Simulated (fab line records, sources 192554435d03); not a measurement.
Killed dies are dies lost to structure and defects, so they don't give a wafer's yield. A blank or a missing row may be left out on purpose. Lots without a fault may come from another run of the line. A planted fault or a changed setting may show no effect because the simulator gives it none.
fab line records | flow n5_finfet
record lots=24 wafers=72 last_day=17
route steps=1938 shown BEOL_M7@1278 BEOL_M8@1332
lots that met no fault: from a run of the same line without faults
start_h: hours from the record's first day to the start of the lot's first wafer shown | wait_h: hours since the lot's step before | " the same as in the row above | L1.1+2: a row that stands for several wafers | - no value, or no start given | * or withheld: withheld | < > ~ a bound
route shown NAME@n: a module of which the file shows steps, and the number in the route of the first | usual: mean/standard deviation of fault-free wafers | same: alike in all rows | chamber/n: place in a boat | sites: the reading at each site | _std_site: their standard deviation | _edge_site: outer sites' mean less inner sites' | radius_mm: how far each site lies from the wafer's centre | mask NAME#n: copy n | behind: the tool/chamber that last shaped the wafer | hold: why the lot was held/for how many hours/how that ended | device: the transistor (n, p or np) that didn't switch | end of line: the same wafers' tests at the end of the route | a step without rows: its recipe alone | killed: dies lost to structure and defects at the first sort, not the wafer's yield | map: a wafer's dies, x killed, . not, _ none there
set.NAME: the setting as run; set.NAME@STEP: as run at that earlier step | model.NAME: the simulator's own value behind a step, which no gauge read
steps of the route over a sample of lots; a table a step, a row a wafer
services: from which hour (start_h, from the record's first day; less than 0 if before it) a tool's chamber was out of use, for how many hours, and why
## steps
# step N5_BEOL_M7_INSPECT_13
# recipe mode=adi inspect_instrument=brightfield
# usual raw_defect_count=417/87
# columns lot.wafer tool chamber start_h wait_h raw_defect_count
L074.2 defect_inspect-01 - 181.38 0.0 297
L074.3 " - " " 359
L074.5 " - " " 293
L076.1 defect_inspect-02 - 198.41 0.0 369
L076.4 " - " " 404
L076.6 " - " " 385
L075.1 defect_inspect-02 - 201.95 0.0 582
L075.3 " - " " 520
L075.5 " - " " 414
L077.2 defect_inspect-02 - 205.16 0.0 441
L077.5 " - " " 416
L077.6 " - " " 379
L078.1 defect_inspect-01 - 206.05 0.0 362
L078.2 " - " " 399
L078.4 " - " " 506
L079.1 defect_inspect-01 - 207.36 0.0 494
L079.2 " - " " 280
L079.5 " - " " 513
L081.2 defect_inspect-01 - 220.48 0.0 503
L081.4 " - " " 478
L081.5 " - " " 509
L080.2 defect_inspect-02 - 223.59 0.0 397
L080.3 " - " " 368
L080.4 " - " " 562
L082.1 defect_inspect-02 - 230.84 0.0 450
L082.3 " - " " 321
L082.6 " - " " 375
L084.2 defect_inspect-01 - 243.62 0.0 284
L084.5 " - " " 265
L084.6 " - " " 355
L083.1 defect_inspect-01 - 247.23 0.0 390
L083.2 " - " " 455
L083.3 " - " " 360
L085.1 defect_inspect-02 - 250.33 0.0 406
L085.4 " - " " 430
L085.5 " - " " 429
L086.2 defect_inspect-01 - 255.92 0.0 465
L086.4 " - " " 464
L086.6 " - " " 421
L087.1 defect_inspect-01 - 270.07 0.0 368
L087.3 " - " " 415
L087.5 " - " " 428
L088.1 defect_inspect-01 - 273.78 0.0 523
L088.2 " - " " 649
L088.4 " - " " 320
L089.2 defect_inspect-02 - 284.30 0.0 361
L089.3 " - " " 367
L089.5 " - " " 421
L091.3 defect_inspect-01 - 287.47 0.0 457
L091.4 " - " " 420
L091.6 " - " " 424
L090.2 defect_inspect-02 - 289.00 0.0 373
L090.3 " - " " 370
L090.4 " - " " 364
L093.4 defect_inspect-01 - 290.07 0.0 484
L093.5 " - " " 435
L093.6 " - " " 489
L092.1 defect_inspect-02 - 293.01 0.0 330
L092.2 " - " " 411
L092.5 " - " " 425
L094.2 defect_inspect-01 - 314.01 0.0 422
L094.3 " - " " 442
L094.4 " - " " 301
L095.1 defect_inspect-02 - 320.38 0.0 467
L095.4 " - " " 462
L095.5 " - " " 355
L096.1 defect_inspect-01 - 322.19 0.0 313
L096.2 " - " " 459
L096.6 " - " " 301
L097.1 defect_inspect-01 - 325.60 0.0 788
L097.3 " - " " 475
L097.5 " - " " 496
# step N5_BEOL_M7_CD_MEAS_18
# recipe pitch_nm=80 target_cd_nm=40
# usual cd_nm=40.0/0.59
# columns lot.wafer tool chamber start_h wait_h cd_nm
L074.2 cd_sem-02 - 181.87 0.1 40.7
L074.3 " - " " 39.6
L074.5 " - " " 40.1
L076.1 cd_sem-02 - 199.29 0.0 40.2
L076.4 " - " " 40.4
L076.6 " - " " 39.3
L075.1 cd_sem-01 - 202.53 0.1 39.2
L075.3 " - " " 39.3
L075.5 " - " " 40.1
L077.2 cd_sem-01 - 205.65 0.1 39.2
L077.5 " - " " 39.2
L077.6 " - " " 39.6
L078.1 cd_sem-02 - 206.90 0.1 39.9
L078.2 " - " " 39.9
L078.4 " - " " 39.7
L079.1 cd_sem-03 - 207.86 0.0 40.6
L079.2 " - " " 40.3
L079.5 " - " " 40.3
L081.2 cd_sem-02 - 220.97 0.1 40.8
L081.4 " - " " 40.8
L081.5 " - " " 40.8
L080.2 cd_sem-02 - 224.23 0.1 40.5
L080.3 " - " " 40.4
L080.4 " - " " 40.9
L082.1 cd_sem-02 - 231.40 0.1 39.9
L082.3 " - " " 39.2
L082.6 " - " " 39.7
L084.2 cd_sem-02 - 244.12 0.1 40.5
L084.5 " - " " 40.3
L084.6 " - " " 40.0
L083.1 cd_sem-03 - 247.75 0.0 40.3
L083.2 " - " " 40.4
L083.3 " - " " 39.8
L085.1 cd_sem-03 - 250.82 0.0 40.8
L085.4 " - " " 40.0
L085.5 " - " " 39.6
L086.2 cd_sem-01 - 256.41 0.1 40.6
L086.4 " - " " 40.0
L086.6 " - " " 39.9
L087.1 cd_sem-02 - 270.56 0.0 39.1
L087.3 " - " " 39.0
L087.5 " - " " 39.0
L088.1 cd_sem-01 - 274.37 0.0 39.9
L088.2 " - " " 40.0
L088.4 " - " " 40.4
L089.2 cd_sem-01 - 285.60 0.1 40.4
L089.3 " - " " 39.9
L089.5 " - " " 39.8
L091.3 cd_sem-03 - 288.68 0.1 39.7
L091.4 " - " " 39.6
L091.6 " - " " 40.1
L090.2 cd_sem-03 - 289.63 0.1 40.7
L090.3 " - " " 40.7
L090.4 " - " " 41.1
L093.4 cd_sem-03 - 290.86 0.1 38.9
L093.5 " - " " 39.6
L093.6 " - " " 39.3
L092.1 cd_sem-02 - 293.55 0.0 39.2
L092.2 " - " " 38.5
L092.5 " - " " 39.3
L094.2 cd_sem-03 - 314.50 0.1 40.3
L094.3 " - " " 41.0
L094.4 " - " " 40.2
L095.1 cd_sem-01 - 321.02 0.1 40.1
L095.4 " - " " 39.8
L095.5 " - " " 39.7
L096.1 cd_sem-01 - 322.97 0.1 40.4
L096.2 " - " " 40.4
L096.6 " - " " 40.2
L097.1 cd_sem-03 - 326.48 0.1 39.5
L097.3 " - " " 39.7
L097.5 " - " " 40.7
# step N5_BEOL_M7_ETCH_72
# recipe chemistry=N2/H2 target=underlayer target_depth_a=65 mask_material=CAR-EUV time_s=5.2 ion_energy_ev=200 pressure_mtorr=30 source_w=840 bias_w=150 n2_flow_sccm=200 h2_flow_sccm=200 ends=cleared
# usual drypump_motor_current_A=5.7/0.44 etch_rf_on_time_s=5.22/0.11 oes_product_au=0.65/0.068 rf_vpp_V=523.3/2.3 showerhead_plenum_p_Torr=2.52/0.074 throttle_valve_pct=17.85/0.28
# columns lot.wafer tool chamber start_h wait_h drypump_motor_current_A etch_rf_on_time_s oes_product_au rf_hours_counter_h rf_vpp_V showerhead_plenum_p_Torr throttle_valve_pct
L074.2 rie_diel-02 2 184.88 0.0 6.3 5.22 0.62 172 528.8 2.64 17.98
L074.3 " 0 " " 5.7 5.22 0.62 208 523.3 2.51 18.06
L074.5 " 0 " " 5.7 5.23 0.62 - 521.1 2.51 18.06
L076.1 rie_diel-04 0 200.95 0.0 5.3 5.28 0.61 199 520.4 2.42 17.95
L076.4 " 0 " " 5.2 5.28 0.61 - 519.9 2.42 17.93
L076.6 " 1 " " 5.2 5.37 0.71 - 525.2 2.59 17.81
L075.1 rie_diel-04 2 203.12 0.0 6.2 5.21 0.62 166 524.6 2.53 17.98
L075.3 " 1 " " 5.2 5.40 0.73 46 524.0 2.59 17.81
L075.5 " 0 " " 5.2 5.25 0.61 - 519.8 2.42 17.93
L077.2 rie_diel-05 1 207.68 0.0 6.4 5.28 0.58 233 527.9 2.62 17.90
L077.5 " 2 " " 5.3 5.24 0.60 - 526.2 2.65 17.81
L077.6 " 3 " " 6.1 5.05 0.68 - 521.1 2.43 17.60
L078.1 rie_diel-05 1 210.04 0.0 6.3 5.30 0.57 234 525.5 2.62 17.90
L078.2 " 0 " " 6.1 5.08 0.72 74 526.9 2.56 17.97
L078.4 " 2 " " 5.3 5.30 0.60 195 525.0 2.65 17.83
L079.1 rie_diel-02 2 210.08 0.0 6.3 5.17 0.62 179 527.2 2.63 18.00
L079.2 " 0 " " 5.8 5.20 0.61 215 521.7 2.51 18.07
L079.5 " 1 " " 6.0 5.17 0.64 - 521.5 2.45 18.22
L081.2 rie_diel-02 0 222.64 0.0 5.8 5.29 0.61 220 524.0 2.51 18.06
L081.4 " 2 " " 6.3 5.20 0.60 183 526.6 2.63 17.98
L081.5 " 0 " " 5.8 5.22 0.60 - 522.3 2.51 18.08
L080.2 rie_diel-04 3 224.85 0.0 5.3 5.01 0.85 3 523.6 2.49 17.11
L080.3 " 1 " " 5.2 5.38 0.72 53 526.1 2.59 17.79
L080.4 " 0 " " 5.3 5.26 0.60 207 518.9 2.42 17.95
L082.1 rie_diel-05 1 231.92 0.0 6.4 5.39 0.58 240 528.3 2.62 17.92
L082.3 " 2 " " 5.3 5.30 0.60 201 526.5 2.64 17.82
L082.6 " 0 " " 6.1 5.06 0.70 - 524.3 2.56 17.98
L084.2 rie_diel-05 3 245.74 0.0 6.1 5.08 0.66 119 522.6 2.43 17.60
L084.5 " 3 " " 6.1 5.06 0.66 - 523.2 2.43 17.61
L084.6 " 2 " " 5.3 5.34 0.59 - 527.6 2.64 17.84
L083.1 rie_diel-04 1 249.06 0.0 5.2 5.35 0.71 58 527.2 2.59 17.82
L083.2 " 3 " " 5.3 5.05 0.82 11 520.8 2.49 17.14
L083.3 " 0 " " 5.2 5.27 0.59 215 520.3 2.42 17.98
L085.1 rie_diel-04 1 252.58 0.0 5.2 5.33 0.70 60 525.3 2.58 17.83
L085.4 " 3 " " 5.3 5.03 0.82 12 522.8 2.49 17.14
L085.5 " 1 " " 5.3 5.34 0.71 - 527.0 2.58 17.84
L086.2 rie_diel-02 1 258.82 0.0 6.0 5.18 0.64 136 521.2 2.45 18.26
L086.4 " 2 " " 6.3 5.22 0.61 193 526.7 2.63 18.01
L086.6 " 0 " " 5.7 5.20 0.62 - 521.6 2.50 18.09
L087.1 rie_diel-05 2 272.46 0.0 5.3 5.25 0.60 214 526.9 2.64 17.82
L087.3 " 0 " " 6.1 5.05 0.69 94 524.3 2.55 17.97
L087.5 " 0 " " 6.1 5.08 0.70 - 526.1 2.55 18.00
L088.1 rie_diel-05 0 276.21 0.0 6.1 5.13 0.67 96 524.4 2.55 17.99
L088.2 " 3 " " 6.1 5.10 0.66 126 522.0 2.43 17.65
L088.4 " 2 " " 5.3 5.35 0.59 - 525.3 2.64 17.87
L089.2 rie_diel-02 2 286.79 0.0 6.3 5.28 0.60 205 524.7 2.62 18.04
L089.3 " 2 " " 6.3 5.28 0.59 - 525.0 2.62 18.04
L089.5 " 1 " " 6.0 5.23 0.63 - 519.9 2.44 18.30
L091.3 rie_diel-04 2 289.21 0.0 6.2 5.21 0.61 188 525.6 2.52 18.05
L091.4 " 3 " " 5.3 5.01 0.81 18 523.2 2.49 17.17
L091.6 " 3 " " 5.3 4.98 0.81 - 522.2 2.49 17.16
L090.2 rie_diel-04 2 290.16 0.0 6.2 5.24 0.60 188 518.7 2.52 18.05
L090.3 " 1 " " 5.2 5.43 0.70 66 524.2 2.58 17.85
L090.4 " 3 " " 5.3 5.03 0.80 18 520.7 2.49 17.16
L093.4 rie_diel-04 0 291.61 0.0 5.2 5.29 0.60 224 521.8 2.41 17.96
L093.5 " 0 " " 5.2 5.31 0.58 - 519.6 2.41 17.99
L093.6 " 1 " " 5.2 5.38 0.70 - 526.4 2.58 17.83
L092.1 rie_diel-04 1 300.28 0.0 5.2 5.35 0.70 68 524.7 2.58 17.86
L092.2 " 0 " " 5.2 5.20 0.60 225 521.5 2.41 17.96
L092.5 " 3 " " 5.3 4.95 0.81 - 522.1 2.49 17.18
L094.2 rie_diel-04 0 316.13 0.0 5.2 5.33 0.59 229 522.4 2.41 18.02
L094.3 " 1 " " 5.2 5.40 0.68 72 526.9 2.58 17.88
L094.4 " 3 " " 5.3 5.05 0.80 25 521.6 2.48 17.15
L095.1 rie_diel-04 3 321.67 0.0 5.3 5.05 0.78 27 521.8 2.48 17.18
L095.4 " 2 " " 6.2 5.22 0.60 197 523.0 2.51 18.03
L095.5 " 1 " " 5.2 5.33 0.70 - 524.3 2.58 17.84
L096.1 rie_diel-04 1 324.65 0.0 5.2 5.35 0.69 76 524.3 2.58 17.85
L096.2 " 3 " " 5.2 5.07 0.79 28 521.3 2.48 17.18
L096.6 " 0 " " 5.3 5.29 0.59 - 519.5 2.41 18.00
L097.1 rie_diel-05 1 327.22 0.0 6.3 5.14 0.78 10 527.6 2.61 17.42
L097.3 " 0 " " 6.1 5.12 0.68 115 525.4 2.54 18.02
L097.5 " 3 " " 6.1 5.18 0.65 - 523.5 2.42 17.65
# step N5_BEOL_M7_ETCH_65
# recipe chemistry=CF4 target=SiARC target_depth_a=156 mask_material=CAR-EUV time_s=26 ion_energy_ev=80 pressure_mtorr=40 source_w=545 bias_w=36 Ar_flow_sccm=100 cf4_flow_sccm=100 ends=cleared
# usual drypump_motor_current_A=5.7/0.44 etch_rf_on_time_s=26.1/0.53 mfc_ar_sccm=100.0/0.3 oes_product_au=0.66/0.07 rf_vpp_V=183.9/1.1 showerhead_plenum_p_Torr=2.13/0.055 throttle_valve_pct=15.68/0.26
# columns lot.wafer tool chamber start_h wait_h drypump_motor_current_A etch_rf_on_time_s mfc_ar_sccm oes_product_au rf_hours_counter_h rf_vpp_V showerhead_plenum_p_Torr throttle_valve_pct
L074.2 rie_diel-02 2 184.90 0.0 6.3 26.3 99.9 0.62 172 186.0 2.22 15.76
L074.3 " 0 " " 5.8 26.8 100.3 0.61 208 183.5 2.11 15.82
L074.5 " 0 " " 5.8 26.6 99.8 0.62 - 183.9 2.11 15.82
L076.1 rie_diel-04 0 200.97 0.0 5.2 26.6 100.2 0.61 199 184.3 2.05 15.80
L076.4 " 0 " " 5.2 26.1 100.0 0.61 - 182.9 2.05 15.81
L076.6 " 1 " " 5.2 26.9 99.8 0.73 - 184.1 2.18 15.56
L075.1 rie_diel-04 2 203.14 0.0 6.2 25.7 99.5 0.63 166 184.7 2.13 15.87
L075.3 " 1 " " 5.2 26.6 99.4 0.73 46 183.6 2.18 15.56
L075.5 " 0 " " 5.2 25.9 100.5 0.61 - 182.2 2.05 15.79
L077.2 rie_diel-05 1 207.70 0.0 6.3 26.8 99.6 0.58 233 184.5 2.21 15.73
L077.5 " 2 " " 5.3 26.4 99.8 0.61 - 183.3 2.21 15.55
L077.6 " 3 " " 6.1 25.8 100.1 0.67 - 183.5 2.09 15.67
L078.1 rie_diel-05 1 210.05 0.0 6.3 26.7 99.9 0.58 234 184.6 2.21 15.72
L078.2 " 0 " " 6.1 25.6 99.9 0.72 74 184.8 2.17 15.77
L078.4 " 2 " " 5.3 26.6 100.1 0.61 195 185.3 2.21 15.55
L079.1 rie_diel-02 2 210.10 0.0 6.2 26.1 99.4 0.61 179 184.1 2.22 15.78
L079.2 " 0 " " 5.8 26.6 100.4 0.61 215 183.9 2.11 15.83
L079.5 " 1 " " 6.0 26.3 100.5 0.65 - 181.7 2.07 15.91
L081.2 rie_diel-02 0 222.65 0.0 5.8 26.3 100.0 0.61 220 182.5 2.11 15.83
L081.4 " 2 " " 6.3 26.1 99.7 0.62 183 187.2 2.22 15.78
L081.5 " 0 " " 5.8 26.4 100.3 0.61 - 185.2 2.11 15.83
L080.2 rie_diel-04 3 224.86 0.0 5.3 25.2 100.0 0.86 3 182.9 2.11 14.97
L080.3 " 1 " " 5.2 26.5 99.5 0.72 53 183.5 2.18 15.60
L080.4 " 0 " " 5.2 26.5 100.1 0.60 207 181.9 2.05 15.80
L082.1 rie_diel-05 1 231.93 0.0 6.3 26.7 100.2 0.58 240 185.5 2.21 15.72
L082.3 " 2 " " 5.3 26.5 100.1 0.60 201 184.3 2.20 15.57
L082.6 " 0 " " 6.1 25.6 100.1 0.71 - 185.9 2.17 15.78
L084.2 rie_diel-05 3 245.75 0.0 6.1 25.5 99.9 0.66 119 184.4 2.08 15.69
L084.5 " 3 " " 6.1 25.7 99.7 0.66 - 182.1 2.08 15.69
L084.6 " 2 " " 5.3 26.5 100.4 0.60 - 185.5 2.20 15.57
L083.1 rie_diel-04 1 249.07 0.0 5.2 26.7 99.5 0.72 58 185.4 2.18 15.63
L083.2 " 3 " " 5.3 25.1 100.0 0.83 11 184.1 2.11 14.98
L083.3 " 0 " " 5.2 26.4 99.5 0.60 215 181.9 2.04 15.82
L085.1 rie_diel-04 1 252.60 0.0 5.2 26.7 99.8 0.72 60 183.8 2.18 15.60
L085.4 " 3 " " 5.3 25.2 100.4 0.82 12 185.1 2.10 14.99
L085.5 " 1 " " 5.2 26.6 100.3 0.71 - 184.0 2.18 15.61
L086.2 rie_diel-02 1 258.84 0.0 6.0 25.9 100.0 0.65 136 184.0 2.06 15.94
L086.4 " 2 " " 6.2 26.1 99.9 0.60 193 185.1 2.21 15.80
L086.6 " 0 " " 5.8 26.2 99.9 0.61 - 183.7 2.11 15.86
L087.1 rie_diel-05 2 272.48 0.0 5.3 26.4 100.0 0.59 214 184.4 2.20 15.58
L087.3 " 0 " " 6.1 25.6 99.7 0.69 94 184.1 2.17 15.78
L087.5 " 0 " " 6.1 25.5 99.9 0.68 - 185.4 2.17 15.80
L088.1 rie_diel-05 0 276.22 0.0 6.1 25.3 99.9 0.69 96 186.1 2.17 15.80
L088.2 " 3 " " 6.1 25.4 99.7 0.66 126 183.5 2.08 15.70
L088.4 " 2 " " 5.3 26.5 100.2 0.59 - 184.2 2.20 15.58
L089.2 rie_diel-02 2 286.81 0.0 6.3 26.3 99.7 0.59 205 184.8 2.21 15.82
L089.3 " 2 " " 6.3 26.3 99.7 0.60 - 184.2 2.21 15.83
L089.5 " 1 " " 6.0 26.3 100.1 0.63 - 181.5 2.06 15.96
L091.3 rie_diel-04 2 289.23 0.0 6.2 25.7 100.2 0.61 188 183.8 2.13 15.91
L091.4 " 3 " " 5.3 25.1 100.1 0.81 18 183.3 2.10 15.02
L091.6 " 3 " " 5.3 25.2 100.4 0.82 - 184.3 2.10 15.01
L090.2 rie_diel-04 2 290.18 0.0 6.2 26.2 99.5 0.60 188 183.6 2.13 15.89
L090.3 " 1 " " 5.2 27.1 100.4 0.70 66 185.5 2.17 15.63
L090.4 " 3 " " 5.3 25.1 99.8 0.81 18 182.3 2.10 15.00
L093.4 rie_diel-04 0 291.63 0.0 5.2 26.7 100.4 0.59 224 184.2 2.04 15.87
L093.5 " 0 " " 5.2 26.6 99.6 0.59 - 181.4 2.04 15.83
L093.6 " 1 " " 5.2 27.2 100.7 0.70 - 186.3 2.17 15.61
L092.1 rie_diel-04 1 300.29 0.0 5.2 26.9 100.0 0.70 68 185.1 2.17 15.63
L092.2 " 0 " " 5.2 26.2 100.3 0.60 225 183.5 2.04 15.84
L092.5 " 3 " " 5.3 25.0 100.0 0.81 - 184.2 2.10 15.02
L094.2 rie_diel-04 0 316.14 0.0 5.2 26.6 100.4 0.59 229 182.5 2.04 15.86
L094.3 " 1 " " 5.2 27.0 99.7 0.69 72 184.2 2.17 15.64
L094.4 " 3 " " 5.2 25.5 99.8 0.80 25 183.4 2.10 15.00
L095.1 rie_diel-04 3 321.69 0.0 5.3 25.5 100.1 0.80 27 182.9 2.10 15.02
L095.4 " 2 " " 6.2 26.1 100.4 0.60 197 182.5 2.12 15.93
L095.5 " 1 " " 5.2 26.8 100.4 0.69 - 184.6 2.17 15.63
L096.1 rie_diel-04 1 324.66 0.0 5.2 26.7 100.2 0.69 76 186.3 2.17 15.64
L096.2 " 3 " " 5.2 25.5 99.8 0.78 28 184.1 2.10 15.02
L096.6 " 0 " " 5.2 26.3 99.7 0.59 - 182.4 2.04 15.86
L097.1 rie_diel-05 1 327.23 0.0 6.3 25.5 100.2 0.80 10 183.2 2.20 15.24
L097.3 " 0 " " 6.0 25.3 99.7 0.68 115 183.5 2.16 15.84
L097.5 " 3 " " 6.1 25.6 100.1 0.65 - 183.9 2.07 15.74
# step N5_BEOL_M7_RS_MEAS_57
# recipe thk_meas_gauge=four-point-probe reads=Cu_of_BEOL_M7_ECD_50+Co_of_BEOL_M7_CVD_78+TaN_of_BEOL_M7_ALD_77
# usual M7_RS=0.288/0.0076
# columns lot.wafer tool chamber start_h wait_h M7_RS[ohm/sq]
L074.2 film_metro-01 - 187.92 0.1 0.296
L074.3 " - " " 0.291
L074.5 " - " " 0.291
L076.1 film_metro-02 - 203.91 0.1 0.276
L076.4 " - " " 0.279
L076.6 " - " " 0.285
L075.1 film_metro-02 - 205.96 0.1 0.283
L075.3 " - " " 0.289
L075.5 " - " " 0.287
L077.2 film_metro-02 - 211.29 0.1 0.304
L077.5 " - " " 0.296
L077.6 " - " " 0.280
L079.1 film_metro-02 - 212.72 0.1 0.289
L079.2 " - " " 0.290
L079.5 " - " " 0.289
L078.1 film_metro-01 - 213.22 0.1 0.294
L078.2 " - " " 0.285
L078.4 " - " " 0.294
L081.2 film_metro-02 - 226.55 0.1 0.288
L081.4 " - " " 0.293
L081.5 " - " " 0.282
L080.2 film_metro-01 - 227.53 0.1 0.280
L080.3 " - " " 0.300
L080.4 " - " " 0.289
L082.1 film_metro-01 - 235.07 0.1 0.302
L082.3 " - " " 0.296
L082.6 " - " " 0.284
L084.2 film_metro-02 - 248.85 0.1 0.286
L084.5 " - " " 0.287
L084.6 " - " " 0.311
L083.1 film_metro-02 - 251.77 0.1 0.279
L083.2 " - " " 0.282
L083.3 " - " " 0.293
L085.1 film_metro-01 - 255.32 0.1 0.291
L085.4 " - " " 0.276
L085.5 " - " " 0.290
L086.2 film_metro-01 - 263.43 0.1 0.292
L086.4 " - " " 0.289
L086.6 " - " " 0.283
L087.1 film_metro-01 - 275.33 0.1 0.301
L087.3 " - " " 0.282
L087.5 " - " " 0.276
L088.1 film_metro-01 - 279.67 0.1 0.278
L088.2 " - " " 0.287
L088.4 " - " " 0.297
L089.2 film_metro-01 - 291.17 0.1 0.299
L089.3 " - " " 0.297
L089.5 " - " " 0.287
L091.3 film_metro-01 - 292.17 0.1 0.285
L091.4 " - " " 0.277
L091.6 " - " " 0.273
L090.2 film_metro-02 - 293.11 0.1 0.295
L090.3 " - " " 0.293
L090.4 " - " " 0.279
L093.4 film_metro-01 - 294.61 0.1 0.292
L093.5 " - " " 0.298
L093.6 " - " " 0.293
L092.1 film_metro-01 - 305.55 0.1 0.291
L092.2 " - " " 0.293
L092.5 " - " " 0.280
L094.2 film_metro-01 - 318.80 0.1 0.288
L094.3 " - " " 0.296
L094.4 " - " " 0.280
L095.1 film_metro-01 - 325.86 0.1 0.284
L095.4 " - " " 0.290
L095.5 " - " " 0.284
L096.1 film_metro-01 - 328.28 0.1 0.296
L096.2 " - " " 0.283
L096.6 " - " " 0.294
L097.1 film_metro-02 - 331.46 0.1 0.277
L097.3 " - " " 0.290
L097.5 " - " " 0.285
# step N5_BEOL_M8_ILD_DEP_00
# recipe material=SiCOH_lowk target_thk_a=1797.5 temp_c=300 precursor=DEMS/porogen pressure_torr=5 rf_w=500 time_s=33.4
# usual chamber_pressure_Torr=4.999/0.011 heater_power_w=288/36 showerhead_plenum_p_Torr=5.739/0.013 throttle_valve_pct=14.0/0.77
# columns lot.wafer tool chamber start_h wait_h chamber_pressure_Torr heater_power_w showerhead_plenum_p_Torr throttle_valve_pct
L074.2 pecvd-04 2 187.99 0.0 4.978 283 5.740 15.1
L074.3 " 1 " " 5.005 302 5.716 13.8
L074.5 " 2 " " 5.003 292 5.751 14.8
L076.1 pecvd-04 1 203.97 0.0 5.001 326 5.735 14.4
L076.4 " 1 " " 4.996 339 5.741 14.2
L076.6 " 1 " " 5.000 262 5.726 13.9
L075.1 pecvd-01 0 206.02 0.0 4.995 303 5.709 14.9
L075.3 " 1 " " 5.008 376 5.750 16.2
L075.5 " 0 " " 4.998 305 5.745 14.9
L077.2 pecvd-03 1 211.35 0.0 5.001 286 5.745 13.6
L077.5 " 0 " " 5.009 245 5.725 14.4
L077.6 " 1 " " 5.021 293 5.766 13.9
L079.1 pecvd-03 2 212.78 0.0 4.995 287 5.755 13.5
L079.2 " 0 " " 4.982 249 5.715 14.2
L079.5 " 0 " " 5.022 250 5.736 14.0
L078.1 pecvd-04 0 213.28 0.0 4.996 282 5.740 13.9
L078.2 " 1 " " 4.982 298 5.728 14.3
L078.4 " 0 " " 4.995 218 5.733 13.8
L081.2 pecvd-03 0 226.62 0.0 4.973 277 5.731 14.1
L081.4 " 1 " " 4.972 288 5.746 13.9
L081.5 " 2 " " 4.991 278 5.734 13.7
L080.2 pecvd-04 1 227.59 0.0 4.993 297 5.720 14.2
L080.3 " 0 " " 5.017 244 5.730 13.9
L080.4 " 1 " " 5.003 298 5.730 14.0
L082.1 pecvd-03 1 235.13 0.0 5.000 337 5.769 13.8
L082.3 " 2 " " 4.997 307 5.760 13.7
L082.6 " 1 " " 5.014 260 5.744 13.4
L084.2 pecvd-03 1 248.91 0.0 4.994 288 5.744 13.8
L084.5 " 1 " " 5.009 297 5.760 13.8
L084.6 " 2 " " 4.988 268 5.760 13.7
L083.1 pecvd-03 0 251.84 0.0 5.002 272 5.728 14.1
L083.2 " 1 " " 4.994 264 5.749 13.7
L083.3 " 2 " " 5.003 277 5.739 13.6
L085.1 pecvd-04 2 255.38 0.0 4.983 289 5.729 12.0
L085.4 " 2 " " 5.009 292 5.724 12.3
L085.5 " 0 " " 4.982 257 5.723 13.8
L086.2 pecvd-04 1 263.49 0.0 5.010 328 5.719 13.9
L086.4 " 0 " " 5.009 264 5.737 14.2
L086.6 " 1 " " 4.984 336 5.744 14.0
L087.1 pecvd-03 1 275.39 0.0 5.002 304 5.760 13.9
L087.3 " 2 " " 5.002 291 5.748 13.9
L087.5 " 2 " " 5.001 287 5.756 13.7
L088.1 pecvd-03 1 279.73 0.0 5.018 320 5.741 13.8
L088.2 " 0 " " 5.001 261 5.736 14.1
L088.4 " 2 " " 5.005 249 5.736 13.8
L089.2 pecvd-04 2 291.23 0.0 4.996 250 5.725 12.3
L089.3 " 0 " " 4.984 278 5.733 14.0
L089.5 " 0 " " 4.983 214 5.738 13.9
L091.3 pecvd-04 0 292.23 0.0 4.991 243 5.738 14.2
L091.4 " 1 " " 4.988 269 5.721 14.0
L091.6 " 0 " " 4.984 247 5.726 14.2
L090.2 pecvd-03 2 293.17 0.0 5.007 313 5.738 13.5
L090.3 " 1 " " 5.001 330 5.739 13.8
L090.4 " 1 " " 5.000 334 5.746 13.7
L093.4 pecvd-03 0 294.69 0.1 4.999 268 5.721 14.0
L093.5 " 1 " " 4.998 327 5.753 13.7
L093.6 " 2 " " 4.995 270 5.748 13.5
L092.1 pecvd-03 2 305.62 0.0 4.998 249 5.757 13.5
L092.2 " 1 " " 4.994 336 5.758 13.7
L092.5 " 2 " " 5.001 261 5.749 13.6
L094.2 pecvd-03 2 318.86 0.0 4.990 267 5.753 13.8
L094.3 " 1 " " 5.000 331 5.752 13.8
L094.4 " 0 " " 4.986 293 5.732 14.3
L095.1 pecvd-01 2 325.93 0.0 4.979 348 5.761 14.0
L095.4 " 2 " " 4.987 346 5.745 13.9
L095.5 " 2 " " 4.968 347 5.734 13.7
L096.1 pecvd-01 1 328.34 0.0 4.990 368 5.760 16.6
L096.2 " 2 " " 5.005 335 5.750 13.8
L096.6 " 2 " " 4.987 350 5.753 13.7
L097.1 pecvd-04 1 331.52 0.0 4.994 308 5.732 14.1
L097.3 " 2 " " 5.005 244 5.735 12.3
L097.5 " 0 " " 5.010 262 5.724 14.4
## services
# columns tool chamber start_h hours kind
rie_diel-04 2 180.80 8.5 repair
rie_diel-04 3 189.27 - clean
rie_diel-04 3 189.27 - consumable_replace:focus_ring
rie_diel-04 3 189.27 22.4 scheduled_down
rie_diel-04 3 189.27 22.4 vent_cycle
rie_diel-04 1 229.69 7.4 repair
pecvd-03 2 237.15 4.5 repair
rie_diel-05 3 265.18 6.2 repair
rie_diel-02 3 267.81 - clean
pecvd-01 0 271.13 58.4 repair
rie_diel-05 1 271.34 - clean
rie_diel-05 1 271.34 - consumable_replace:focus_ring
rie_diel-05 1 271.34 21.2 scheduled_down
rie_diel-05 1 271.34 21.2 vent_cycle
rie_diel-04 - 273.42 14.6 pm
rie_diel-02 0 279.54 8.0 repair
pecvd-01 2 280.52 5.9 repair
rie_diel-02 0 289.38 4.3 repair
pecvd-03 2 303.09 2.1 scheduled_down
rie_diel-02 0 316.61 4.1 repair
rie_diel-02 2 319.89 2.5 repair
rie_diel-02 3 323.57 29.4 repair
rie_diel-02 1 326.74 3.5 repair
pecvd-04 - 330.61 0.5 repair
## key
fault none
